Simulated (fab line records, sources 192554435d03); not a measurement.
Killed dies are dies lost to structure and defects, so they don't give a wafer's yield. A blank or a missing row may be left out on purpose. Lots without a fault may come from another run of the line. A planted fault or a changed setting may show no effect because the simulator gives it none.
fab line records | flow n5_finfet
record lots=10 wafers=30 last_day=17
route steps=1938 shown BEOL_M13@1676 PASSIVATION@1936
lots that met no fault: from a run of the same line without faults
start_h: hours from the record's first day to the start of the lot's first wafer shown | wait_h: hours since the lot's step before | " the same as in the row above | L1.1+2: a row that stands for several wafers | - no value, or no start given | * or withheld: withheld | < > ~ a bound
route shown NAME@n: a module of which the file shows steps, and the number in the route of the first | usual: mean/standard deviation of fault-free wafers | same: alike in all rows | chamber/n: place in a boat | sites: the reading at each site | _std_site: their standard deviation | _edge_site: outer sites' mean less inner sites' | radius_mm: how far each site lies from the wafer's centre | mask NAME#n: copy n | behind: the tool/chamber that last shaped the wafer | hold: why the lot was held/for how many hours/how that ended | device: the transistor (n, p or np) that didn't switch | end of line: the same wafers' tests at the end of the route | a step without rows: its recipe alone | killed: dies lost to structure and defects at the first sort, not the wafer's yield | map: a wafer's dies, x killed, . not, _ none there
set.NAME: the setting as run; set.NAME@STEP: as run at that earlier step | model.NAME: the simulator's own value behind a step, which no gauge read
steps of the route over a sample of lots; a table a step, a row a wafer
services: from which hour (start_h, from the record's first day; less than 0 if before it) a tool's chamber was out of use, for how many hours, and why
## steps
# step N5_BEOL_M13_STRIP_64
# recipe chemistry=N2/H2 power_w=1000 temp_c=250 h2_frac=0.65 overash_fraction=0.3 pressure_mtorr=withheld n2_flow_sccm=1750 h2_flow_sccm=3250
# usual drypump_motor_current_A=5.9/0.47 heater_power_w=368/27 oes_product_au=0.714/0.0044 strip_time_to_endpoint_s=31.35/0.085
# columns lot.wafer tool chamber start_h wait_h drypump_motor_current_A heater_power_w oes_product_au rf_hours_counter_h strip_time_to_endpoint_s
L753.2 plasma_asher-02 0 253.41 0.0 5.5 382 0.717 110 31.28
L753.3 " 1 " " 6.2 383 0.715 - 31.33
L753.4 " 0 " " 5.5 378 0.716 - 31.40
L755.1 plasma_asher-02 1 253.88 0.0 6.2 388 0.723 110 31.45
L755.4 " 0 " " 5.5 387 0.726 - 31.50
L755.6 " 1 " " 6.1 377 0.716 - 31.41
L758.1 plasma_asher-02 0 282.60 0.0 5.5 390 0.713 116 31.42
L758.4 " 0 " " 5.5 387 0.717 - 31.30
L758.6 " 1 " " 6.2 386 0.716 - 31.37
L757.3 plasma_asher-01 0 286.20 0.0 6.6 376 0.716 - 31.42
L757.5 " 0 " " 6.6 375 0.714 - 31.39
L757.6 " 1 " " 5.5 329 0.721 - 31.40
L759.1 plasma_asher-02 0 291.49 0.0 5.5 392 0.715 117 31.23
L759.4 " 1 " " 6.2 389 0.712 - 31.33
L759.5 " 0 " " 5.5 390 0.722 - 31.24
L762.1 plasma_asher-01 1 311.31 0.0 5.5 318 0.705 96 31.15
L762.5 " 1 " " 5.5 317 0.714 - 31.23
L762.6 " 0 " " 6.6 381 0.713 - 31.19
L760.1 plasma_asher-02 1 321.22 0.0 6.1 373 0.713 123 31.17
L760.2 " 0 " " 5.5 387 0.717 123 31.16
L760.6 " 0 " " 5.5 394 0.717 - 31.15
L763.1 plasma_asher-02 1 330.00 0.0 6.2 385 0.719 124 31.36
L763.2 " 0 " " 5.5 381 0.716 124 31.34
L763.3 " 1 " " 6.2 384 0.719 - 31.37
L771.2 plasma_asher-02 1 368.85 0.0 6.2 382 0.712 131 31.19
L771.4 " 1 " " 6.2 375 0.716 - 31.27
L771.5 " 0 " " 5.4 385 0.709 - 31.35
L773.3 plasma_asher-02 1 382.74 0.0 6.2 380 0.711 - 31.31
L773.4 " 0 " " 5.5 388 0.715 - 31.35
L773.6 " 1 " " 6.2 373 0.713 - 31.37
# step N5_BEOL_M13_ETCH_68
# recipe chemistry=N2/H2 target=SOC mask_material=SiARC source_w=3000 bias_w=350 temp_c=40 time_s=355 ion_energy_ev=200 pressure_mtorr=30 n2_flow_sccm=200 h2_flow_sccm=200
# usual drypump_motor_current_A=5.7/0.53 oes_product_au=0.82/0.071 rf_vpp_V=524.4/2.4 showerhead_plenum_p_Torr=2.56/0.081 throttle_valve_pct=17.65/0.18
# same time_s=355
# columns lot.wafer tool chamber start_h wait_h drypump_motor_current_A oes_product_au rf_hours_counter_h rf_vpp_V showerhead_plenum_p_Torr throttle_valve_pct
L753.2 rie_diel-02 3 254.16 0.1 4.9 0.68 258 526.4 2.60 17.90
L753.3 " 0 " " 6.1 0.75 165 527.3 2.65 17.58
L753.4 " 2 " " 5.1 0.78 106 521.4 2.46 17.78
L755.1 rie_diel-03 1 254.75 0.1 6.6 0.70 225 528.3 2.61 17.85
L755.4 " 3 " " 5.7 0.87 49 523.8 2.58 17.67
L755.6 " 1 " " 6.5 0.71 - 526.5 2.61 17.85
L758.1 rie_diel-01 1 283.50 0.1 5.7 0.76 168 524.1 2.54 17.75
L758.4 " 0 " " 5.8 0.80 79 527.1 2.67 17.81
L758.6 " 1 " " 5.7 0.76 - 522.9 2.54 17.76
L757.3 rie_diel-03 1 287.02 0.1 6.6 0.70 236 525.2 2.61 17.87
L757.5 " 2 " " 6.4 0.84 - 527.7 2.70 17.69
L757.6 " 1 " " 6.6 0.71 - 525.6 2.61 17.86
L759.1 rie_diel-03 2 292.32 0.1 6.4 0.83 72 527.0 2.70 17.67
L759.4 " 1 " " 6.6 0.70 237 525.8 2.61 17.87
L759.5 " 0 " " 5.7 0.89 - 521.6 2.48 17.26
L762.1 rie_diel-03 0 312.08 0.1 5.7 0.87 55 521.6 2.48 17.28
L762.5 " 0 " " 5.7 0.87 - 521.1 2.48 17.28
L762.6 " 3 " " 5.7 0.84 - 524.8 2.57 17.67
L760.1 rie_diel-01 1 321.97 0.1 5.7 0.75 181 522.8 2.54 17.79
L760.2 " 3 " " 5.5 0.83 79 524.3 2.57 17.66
L760.6 " 1 " " 5.7 0.74 - 522.2 2.54 17.77
L763.1 rie_diel-02 0 330.79 0.1 6.1 0.73 192 525.8 2.64 17.61
L763.2 " 3 " " 4.9 0.91 13 526.1 2.59 17.49
L763.3 " 1 " " 5.8 0.90 31 522.4 2.48 17.79
L771.2 rie_diel-02 3 369.64 0.1 4.9 0.88 27 525.0 2.59 17.53
L771.4 " 0 " " 6.1 0.71 206 527.5 2.63 17.63
L771.5 " 0 " " 6.1 0.72 - 526.3 2.63 17.64
L773.3 rie_diel-02 2 383.51 0.1 5.1 0.75 144 522.3 2.44 17.84
L773.4 " 0 " " 6.1 0.71 210 527.4 2.63 17.65
L773.6 " 1 " " 5.8 0.87 - 521.6 2.48 17.82
# step N5_BEOL_M13_SPUTTER_44
# recipe material=Ta target_thk_a=100 temp_c=50 bias_v=80 power_w=15000 chamber_pressure_pa=0.07 time_s=16.13
# usual cathode_dc_power_W=15000/2.2 susceptor_temp_C=50.02/0.12 throttle_valve_pct=30.2/0.87
# same time_s=16.13
# columns lot.wafer tool chamber start_h wait_h cathode_dc_power_W susceptor_temp_C throttle_valve_pct
L753.2 pvd_sputter-03 - 257.75 0.0 15001 50.07 28.6
L753.3 " - " " 15002 50.03 30.2
L753.4 " - " " 15003 50.08 30.1
L755.1 pvd_sputter-03 - 261.19 0.0 15001 50.01 30.6
L755.4 " - " " 14996 50.04 30.5
L755.6 " - " " 15000 49.92 30.1
L758.1 pvd_sputter-01 - 285.34 0.0 14998 50.07 30.3
L758.4 " - " " 14997 49.99 31.6
L758.6 " - " " 15006 50.15 30.4
L757.3 pvd_sputter-01 - 288.78 0.0 14997 49.84 31.0
L757.5 " - " " 15000 49.89 30.3
L757.6 " - " " 15001 50.11 28.6
L759.1 pvd_sputter-02 - 294.12 0.0 14997 50.04 31.3
L759.4 " - " " 15001 49.88 30.1
L759.5 " - " " 14997 49.82 31.5
L762.1 pvd_sputter-01 - 313.20 0.0 14999 49.96 31.8
L762.5 " - " " 14275 50.06 30.1
L762.6 " - " " 15000 50.09 30.8
L760.1 pvd_sputter-03 - 326.77 0.0 15002 49.95 30.1
L760.2 " - " " 14999 50.11 31.1
L760.6 " - " " 15001 49.88 30.9
L763.1 pvd_sputter-02 - 332.31 0.0 15000 49.86 30.2
L763.2 " - " " 15003 50.15 29.7
L763.3 " - " " 14999 50.15 31.4
L771.2 pvd_sputter-02 - 371.87 0.0 15000 50.16 29.6
L771.4 " - " " 14997 49.89 30.2
L771.5 " - " " 14998 50.10 29.3
L773.3 pvd_sputter-03 - 386.62 0.0 15001 50.15 31.0
L773.4 " - " " 14999 49.85 30.1
L773.6 " - " " 14999 49.86 28.5
# step N5_BEOL_M13_CMP_49
# recipe stop_on=SiOC t_overpolish_s=17.1 down_force_psi=1 platen_rpm=50 clearing_platen_down_force_psi=1.5 clearing_platen_rpm=50 post_cmp_clean=cu_alkaline target_thk_nm=420 clearing_platen_pad_velocity_m_s=0.99484 pad_velocity_m_s=0.99484
# usual barrier_field_endpoint_s=30.2/0.71 clearing_platen_rpm=50.002/0.025 motor_current_A=6.4/0.76 overpolish_run_s=17.100/0.0088 retaining_ring_pressure_frac=1.000/0.0048
# columns lot.wafer tool chamber start_h wait_h barrier_field_endpoint_s clearing_platen_rpm motor_current_A overpolish_run_s retaining_ring_pressure_frac
L753.3 cmp-04 3 258.50 0.2 30.6 49.986 6.8 17.112 1.008
L753.4 " 0 " " 30.4 49.984 5.3 17.103 1.006
L753.2 " 1 " " 30.0 49.995 6.6 17.083 0.997
L755.4 cmp-01 1 261.85 0.1 31.2 49.983 5.7 17.104 1.001
L755.1 " 3 " " 30.3 49.973 6.3 17.102 1.004
L755.6 " 1 " " 30.9 49.977 5.7 17.096 1.003
L758.4 cmp-04 2 286.25 0.2 30.8 49.991 7.4 17.105 0.994
L758.1 " 3 " " 30.3 49.997 6.7 17.090 0.992
L758.6 " 1 " " 31.4 49.997 7.1 17.097 1.000
L757.3 cmp-02 1 289.57 0.3 29.7 50.057 6.9 17.108 1.001
L757.5 " 2 " " 29.7 49.997 5.7 17.099 1.003
L757.6 " 3 " " 29.3 49.984 5.7 17.083 0.994
L759.1 cmp-01 3 294.82 0.3 30.2 50.002 6.6 17.103 1.001
L759.4 " 0 " " 29.8 50.001 7.4 17.095 1.005
L759.5 " 3 " " 30.6 49.988 6.6 17.106 0.997
L762.1 cmp-01 0 314.10 0.4 30.3 49.956 7.7 17.102 0.997
L762.5 " 1 " " 30.3 49.992 5.2 17.103 1.005
L762.6 " 2 " " 30.1 50.023 6.8 17.116 1.003
L760.1 cmp-01 2 327.59 0.4 30.8 50.033 6.9 17.096 0.998
L760.2 " 3 " " 29.3 49.971 6.6 17.106 1.001
L760.6 " 0 " " 29.7 49.949 7.3 17.104 1.003
L763.2 cmp-01 2 333.71 0.2 29.7 49.979 6.9 17.096 1.004
L763.3 " 3 " " 29.5 49.933 6.3 17.095 1.003
L763.1 " 0 " " 29.3 50.040 7.5 17.079 1.000
L771.2 cmp-04 3 372.85 0.3 30.0 50.018 6.8 17.093 0.999
L771.4 " 1 " " 29.6 50.007 6.9 17.095 1.000
L771.5 " 2 " " 29.2 49.980 7.2 17.106 1.003
L773.4 cmp-04 2 387.54 0.2 30.5 49.997 6.7 17.095 0.996
L773.3 " 3 " " 29.8 50.019 6.5 17.088 1.001
L773.6 " 1 " " 29.9 50.007 7.2 17.109 0.996
# step N5_PASSIVATION_PROBE_49
# usual defect_limited_yield=91.3/1.4 killed_at_M0_to_M3=34/10 killed_at_M4_up=13/4.8 killed_at_contacts=12/6.1 killed_at_front_end=40/11 killed_at_other=3.7/2.8 killed_dies=103/16 killed_open=67/12 killed_short=34/7.4 sort_bin_5_function=5.1/0.95 sort_bin_6_memory=3.2/0.62 sort_n_pass=1077/16 sort_yield_pct=91.3/1.4
# same gross_dies=1180 killed_at_back_side=0 sort_bin_4_leakage[%]=0 sort_bin_8_speed[%]=0
# columns lot.wafer tool chamber start_h wait_h defect_limited_yield[%] killed_at_M0_to_M3 killed_at_M4_up killed_at_contacts killed_at_front_end killed_at_other killed_dies killed_open killed_short sort_bin_5_function[%] sort_bin_6_memory[%] sort_n_pass sort_yield_pct[%]
L758.1 prober-02 - 307.39 0.0 91.2 30 15 16 37 6 104 78 25 5.9 2.9 1076 91.2
L758.4 prober-02 - 307.54 0.2 94.1 28 10 5 24 3 70 40 28 3.4 2.0 1110 94.1
L758.6 prober-02 - 307.64 0.3 92.9 29 7 9 32 7 84 50 32 4.2 2.9 1096 92.9
L762.1 prober-01 - 342.79 0.0 90.7 28 12 12 50 8 110 68 40 5.4 3.5 1070 90.7
L762.5 prober-01 - 342.99 0.2 93.0 35 11 3 25 9 83 49 32 4.4 2.5 1097 93.0
L762.6 prober-01 - 343.04 0.3 90.7 25 11 13 53 8 110 77 32 5.5 3.6 1070 90.7
L771.2 prober-02 - 400.49 0.1 91.0 38 17 17 33 1 106 65 37 4.2 4.0 1074 91.0
L771.4 prober-02 - 400.59 0.2 92.3 33 17 12 29 0 91 51 36 4.5 2.9 1089 92.3
L771.5 prober-02 - 400.64 0.2 91.7 37 11 12 35 3 98 63 30 5.8 1.9 1082 91.7
L773.3 prober-02 - 416.13 0.1 92.2 22 7 15 45 3 92 61 29 4.7 2.7 1088 92.2
L773.4 prober-02 - 416.18 0.2 91.4 36 13 21 29 2 101 65 35 5.6 2.9 1079 91.4
L773.6 prober-02 - 416.28 0.3 89.2 53 19 13 42 1 128 89 36 6.4 4.1 1052 89.2
# killed by level:class
L758.1 MOL_CONTACT_COAG:geometric_particle:open=12 BEOL_M1:geometric_particle:open=12 FIN_SAQP:geometric_particle:short=8 BEOL_M2:geometric_particle:open=8 GATE_CUT:geometric_particle:open=8 BEOL_M4:geometric_particle:open=7 PAD_METAL:geometric_particle:open=4 ILD0:geometric_particle:open=4
L758.4 BEOL_M1:geometric_particle:open=6 MOL_CONTACT_COAG:geometric_particle:open=5 BEOL_M2:geometric_particle:short=5 GATE_CUT:geometric_particle:short=4 GATE_CUT:geometric_particle:open=4 BEOL_M3:geometric_particle:open=4 FIN_SAQP:geometric_particle:short=3 BEOL_M0_SAQP:geometric_particle:short=3
L758.6 FIN_SAQP:geometric_particle:short=10 FIN_SAQP:geometric_particle:open=9 BEOL_M1:geometric_particle:open=7 MOL_CONTACT_COAG:geometric_particle:open=6 BEOL_M0_SAQP:geometric_particle:open=6 BEOL_M0_SAQP:geometric_particle:short=4 BEOL_M5:geometric_particle:open=4 ILD0:geometric_particle:open=3
L762.1 STI_FIN_REVEAL:geometric_particle:open=17 FIN_SAQP:geometric_particle:open=11 FIN_SAQP:geometric_particle:short=10 BEOL_M0_SAQP:geometric_particle:short=10 BEOL_M0_SAQP:geometric_particle:open=10 BEOL_M4:geometric_particle:open=8 MOL_CONTACT_COAG:geometric_particle:open=7 STI_FIN_REVEAL:geometric_particle:short=5
L762.5 BEOL_M0_SAQP:geometric_particle:open=10 FIN_SAQP:geometric_particle:open=7 BEOL_M0_SAQP:geometric_particle:short=6 BEOL_M2:geometric_particle:short=6 GATE_CUT:geometric_particle:short=4 BEOL_M2:geometric_particle:open=4 BEOL_M3:geometric_particle:short=4 BEOL_M4:geometric_particle:open=4
L762.6 FIN_SAQP:geometric_particle:open=14 FIN_SAQP:geometric_particle:short=14 STI_FIN_REVEAL:geometric_particle:open=14 MOL_CONTACT_COAG:geometric_particle:open=12 BEOL_M0_SAQP:geometric_particle:open=8 BEOL_M0_SAQP:geometric_particle:short=6 BEOL_M7:geometric_particle:open=5 BEOL_M1:geometric_particle:open=4
L771.2 MOL_CONTACT_COAG:geometric_particle:open=15 BEOL_M0_SAQP:geometric_particle:open=13 BEOL_M0_SAQP:geometric_particle:short=12 BEOL_M4:geometric_particle:open=8 FIN_SAQP:geometric_particle:open=5 BEOL_M1:geometric_particle:open=5 DUMMY_GATE:geometric_particle:open=4 DUMMY_GATE:geometric_particle:short=4
L771.4 BEOL_M0_SAQP:geometric_particle:open=14 BEOL_M0_SAQP:geometric_particle:short=8 MOL_CONTACT_COAG:geometric_particle:open=7 FIN_SAQP:geometric_particle:short=6 GATE_CUT:geometric_particle:short=5 MOL_CONTACT_COAG:geometric_particle:short=5 BEOL_M4:geometric_particle:short=5 BEOL_M4:geometric_particle:open=5
L771.5 MOL_CONTACT_COAG:geometric_particle:open=10 BEOL_M0_SAQP:geometric_particle:open=9 BEOL_M0_SAQP:geometric_particle:short=8 BEOL_M0:geometric_particle:open=7 DUMMY_GATE:geometric_particle:open=5 BEOL_M3:geometric_particle:open=5 FIN_SAQP:geometric_particle:open=4 ILD0:geometric_particle:short=4
L773.3 MOL_CONTACT_COAG:geometric_particle:open=13 STI_FIN_REVEAL:geometric_particle:open=9 DUMMY_GATE:geometric_particle:open=6 BEOL_M2:geometric_particle:open=6 BEOL_M0_SAQP:geometric_particle:short=5 ILD0:geometric_particle:short=5 BEOL_M0_SAQP:geometric_particle:open=5 GATE_CUT:geometric_particle:short=4
L773.4 MOL_CONTACT_COAG:geometric_particle:open=16 BEOL_M2:geometric_particle:short=7 BEOL_M0_SAQP:geometric_particle:open=7 BEOL_M0_SAQP:geometric_particle:short=7 GATE_CUT:geometric_particle:short=6 BEOL_M4:geometric_particle:open=6 BEOL_M3:geometric_particle:open=6 MOL_CONTACT_COAG:geometric_particle:short=5
L773.6 BEOL_M0_SAQP:geometric_particle:open=13 MOL_CONTACT_COAG:geometric_particle:open=11 BEOL_M3:geometric_particle:open=11 STI_FIN_REVEAL:geometric_particle:open=9 BEOL_M0_SAQP:geometric_particle:short=9 BEOL_M4:geometric_particle:open=8 DUMMY_GATE:geometric_particle:open=7 GATE_CUT:geometric_particle:open=5
## services
# columns tool chamber start_h hours kind
cmp-02 - 230.48 1.0 repair
plasma_asher-01 - 232.71 0.5 repair
rie_diel-03 0 240.51 12.8 repair
cmp-01 - 240.96 2.3 repair
cmp-01 - 251.52 6.1 repair
rie_diel-02 3 256.42 2.8 repair
rie_diel-02 2 267.02 6.3 repair
cmp-01 - 288.57 4.0 pm
cmp-04 - 295.51 4.1 repair
pvd_sputter-01 - 300.26 1.2 repair
rie_diel-01 0 301.30 18.0 repair
rie_diel-01 2 304.72 3.9 repair
cmp-04 - 309.66 4.0 pm
rie_diel-02 - 315.20 0.5 repair
cmp-01 - 317.58 0.9 repair
pvd_sputter-01 - 330.77 4.0 repair
plasma_asher-02 - 332.21 4.7 repair
rie_diel-02 2 334.70 5.6 repair
plasma_asher-01 - 337.48 0.4 repair
rie_diel-03 - 349.76 2.8 pm
cmp-01 - 352.00 2.2 repair
rie_diel-03 2 355.42 7.3 repair
rie_diel-02 1 363.63 4.7 repair
rie_diel-03 0 381.20 5.1 repair
## key
first_sign step=N5_BEOL_M13_SPUTTER_44 reading=cathode_dc_power_W direction=down sigmas=99+ usual=* struck=*
effect none on later readings
met_at N5_BEOL_M13_SPUTTER_44
struck_lots L762
struck_wafers L762.5
not_acting_at N5_BEOL_M13_STRIP_64,N5_BEOL_M13_ETCH_68,N5_BEOL_M13_CMP_49
onset_between 288.78 313.20
fault kind=process_parameter_drift tool=pvd_sputter-01 chamber=- onset_h=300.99 steps=N5_BEOL_M13_SPUTTER_44 channel=power_w offset=* shape=step end_h=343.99 acts_in=* stated=* scope=struck_wafers_only
